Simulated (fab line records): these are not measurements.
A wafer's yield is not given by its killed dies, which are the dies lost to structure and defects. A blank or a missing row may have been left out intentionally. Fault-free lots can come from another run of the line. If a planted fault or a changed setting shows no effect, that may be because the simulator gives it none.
2 desks, one fault -- flow n5Finfet -- only its own numbers are on each desk; what lay behind them is given at the end

== THE METROLOGY DESK ==
Lot by lot, what the gauges showed, no matter which tool ran the lot: averages of those sampled wafers that carry a number. If a lot's mean is further than 4 standard deviations from the usual mean, the lot is out of limits and carries the mark OUT (the distance appears in the brackets). Only the readings that lie furthest out on some lot appear, 7 of the 10 it has.
Columns: A = DIBL_N at N5_BEOL_M4_RC_MEAS_101, usual 35.9 mV/V; B = DIBL_P at N5_BEOL_M4_RC_MEAS_101, usual 36.2 mV/V; C = IOFF_N at N5_BEOL_M4_RC_MEAS_101, usual 0.16 nA/um; D = ION_N at N5_BEOL_M4_RC_MEAS_101, usual 676 uA/um; E = ION_P at N5_BEOL_M4_RC_MEAS_101, usual 465 uA/um; F = SS_P at N5_BEOL_M4_RC_MEAS_101, usual 73.2 mV/dec; G = VT_N at N5_BEOL_M4_RC_MEAS_101, usual 250 mV
lot,first seen here,A,B,C,D,E,F,G
L586,day 8 14:21,35.1,34.6,0.14,669,452,72.4,251
L587,day 8 21:01,32.1,33.1,0.11,658,454,71.9,255
L588,day 9 03:10,35.9,35.4,0.16,677,472,73.6,249
L590,day 9 11:10,37.3,37.9,0.16,673,459,73.7,250
L591,day 9 22:11,35.6,34.4,0.15,676,464,73.0,250
L602,day 12 20:40,38.5,38.9,0.19,683,470,74.3,247
L603,day 13 02:40,38.0,39.0,0.20,681,470,73.7,247
L604,day 13 04:31,37.3,38.0,0.18,686,477,73.3,248
L605,day 13 15:16,35.2,33.8,0.15,670,461,72.6,249
Finding of this desk: none of the 9 lots has anything out of limits.

== DESK OF THE TOOL OWNER: lithoTrack-05 ==
The tool's own readings at N5_HKMG_FIN_COAT_66 (time 60 s, resist thk 300 nm): means of the sampled wafers that have a number, for each lot that ran on this tool. If a lot's mean is further than 4 standard deviations from the usual mean, the lot is out of limits and carries the mark OUT (the distance appears in the brackets).
Columns: A = dispensePressureKPa at N5_HKMG_FIN_COAT_66, usual 52.0 kPa; B = spinSpeedRpm at N5_HKMG_FIN_COAT_66, usual 1499.9 rpm
lot,first seen here,A,B
L586,day 4 16:44,54.2,1500.7
L587,day 4 21:57,54.1,1499.9
L588,day 5 06:10,54.2,1501.3
L590,day 5 18:04,54.1,1461.7 (-42) OUT
L591,day 6 01:17,54.2,1461.9 (-42) OUT
L605,day 9 16:01,54.1,1500.2
This desk finds L590, L591 out of limits, L590 being first, at day 5 18:04 (spinSpeedRpm at N5_HKMG_FIN_COAT_66). L586, L587, L588, L605 stayed within limits.

== PUT TOGETHER ==
The tool owner's desk had the chance to raise an alarm at day 5 18:04 on L590, L591.
At the metrology desk, nothing out of limits was observed.
The metrology desk holds a record of L590, L591, inside its limits.
On lithoTrack-05, each named lot ran N5_HKMG_FIN_COAT_66.

== WHAT WAS PUT IN BY THE SIMULATOR ==
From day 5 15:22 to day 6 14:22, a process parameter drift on lithoTrack-05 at N5_HKMG_FIN_COAT_66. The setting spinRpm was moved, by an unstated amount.
Struck lots among those shown: L590, L591.
Delay in hours, fault start to first out-of-limits reading, by desk: the tool owner's desk at 3.
